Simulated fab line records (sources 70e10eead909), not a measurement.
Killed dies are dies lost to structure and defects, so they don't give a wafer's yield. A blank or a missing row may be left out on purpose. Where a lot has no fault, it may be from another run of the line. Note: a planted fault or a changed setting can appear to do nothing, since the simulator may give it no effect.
A struck lot beside a sound one	flow nand-harc	15 steps out of a route of 1302
Sound: the wafers L549.1, L549.4, L549.6. Wafers struck: L534.2, L534.3, L534.4. The cause is given at the end.
Order at every step that has rows: each side's tool, ch and its chambers, its first start. Under that, the readings that differ: sound wafers	struck wafers	difference of the means	sigmas: that difference in standard deviations of wafers without a fault.
alike: a reading whose means differ by less than 2 such deviations, as well as words and numbers matching on both sides. not compared: withheld readings; readings where some wafer has no value; bounds like >300 that might hide an equal value; numbers whose values overlap and for which the record gives no deviation.
A row with sigmas, a row that says differs or no value, or rows on one side alone: a step with any of these is where the two part. Non-overlapping numbers with no deviation appear without sigmas and do not part them. A reading that every wafer of one side lacks parts them only if that side has two wafers or more.

first, 7 steps without rows for these wafers: NHARC_A_CHANNEL_HOLE_D1_COAT_37 (time 65 s); NHARC_A_CHANNEL_HOLE_D1_COAT_04 (resist thk 90 nm); NHARC_A_CHANNEL_HOLE_D1_SOFTBAKE_05 (time 55 s); NHARC_A_CHANNEL_HOLE_D1_EBR_06; NHARC_A_CHANNEL_HOLE_D1_EXPOSE_07 (exposes mask HOLE D1, target cd 100 nm); NHARC_A_CHANNEL_HOLE_D1_PEB_08 (peb time 65 s); NHARC_A_CHANNEL_HOLE_D1_DEVELOP_09 (develop time 35 s).
NHARC_A_CHANNEL_HOLE_D1_CD_MEAS_10: target cd 100 nm.
  sound on cd-sem-02 ch 0, day 16 06:50; struck on cd-sem-02 ch 0, day 10 00:09
  alike: cd-nm
NHARC_A_CHANNEL_HOLE_D1_OVL_MEAS_11:
  sound: overlay-01 at day 16 06:56; struck: overlay-02 at day 10 00:14
reading	sound	struck	difference	sigmas
overlay-x-nm (nm)	-1.1 -1.1 -1.5	0.8 1.6 1.2	+2.4	+3
  alike: overlay-y-nm
NHARC_A_CHANNEL_HOLE_D1_INSPECT_12:
  sound: defect-inspect-02 at day 16 06:58; struck: defect-inspect-01 at day 10 00:17
  alike: raw-defect-count
NHARC_A_CHANNEL_HOLE_D1_DESCUM_15: chemistry O2, time 3 s.
  sound on rie-diel-03 ch 0,1,2, day 16 07:02; struck on rie-diel-13 ch 0,1,3, day 10 00:20
  alike: drypump-motor-current-A, oes-product-au, rf-vpp-V, showerhead-plenum-p-Torr, throttle-valve-pct
  not compared: rf-hours-counter-h
NHARC_A_CHANNEL_HOLE_D1_ETCH_38: etches the open film in CF4, target depth 39 nm, time 65 s.
  sound on rie-diel-03 ch 0,2,3, day 16 07:07; struck on rie-diel-13 ch 0,1,2, day 10 00:25
  alike: bias-w, cf4-flow-sccm, drypump-motor-current-A, oes-product-au, rf-vpp-V, showerhead-plenum-p-Torr, throttle-valve-pct
  not compared: rf-hours-counter-h
NHARC_A_CHANNEL_HOLE_D1_ETCH_39: etches the open film in N2/H2, target depth 260 nm, time 325 s.
  sound on rie-diel-03 ch 1,3, day 16 07:13; struck on rie-diel-13 ch 0,2,3, day 10 00:32
  no value came back on the struck wafers for any of 8 readings (bias-w (W), chamber-pressure-mTorr (mTorr) and others); on the sound wafers bias-w (W) reads 149.2 150.8 150.1
  not compared: rf-hours-counter-h
NHARC_A_CHANNEL_HOLE_D1_ETCH_34: etches the open film in CF4/CHF3, target depth 154 nm, time 77 s.
  sound: rie-diel-03 ch 0,1; struck: rie-diel-13 ch 0,2,3
  alike: bias-w, cf4-flow-sccm, drypump-motor-current-A, oes-product-au, rf-vpp-V, showerhead-plenum-p-Torr, throttle-valve-pct
  not compared: rf-hours-counter-h
-- the record jumps here: 16 days lie between the struck wafers' starts before and after (it left off in module A_CHANNEL_HOLE_D1 and takes up again in module END, whose first step shown is number 1302 of the route) --
NHARC_END_SORT_01:
  at this point the record logs the struck wafers (prober-01 ch 0, day 25 15:06) and has no rows for the sound ones

WHERE THEY PART
First at NHARC_A_CHANNEL_HOLE_D1_OVL_MEAS_11; last, within this record, at NHARC_END_SORT_01.

WHY: what had been put in by the simulator
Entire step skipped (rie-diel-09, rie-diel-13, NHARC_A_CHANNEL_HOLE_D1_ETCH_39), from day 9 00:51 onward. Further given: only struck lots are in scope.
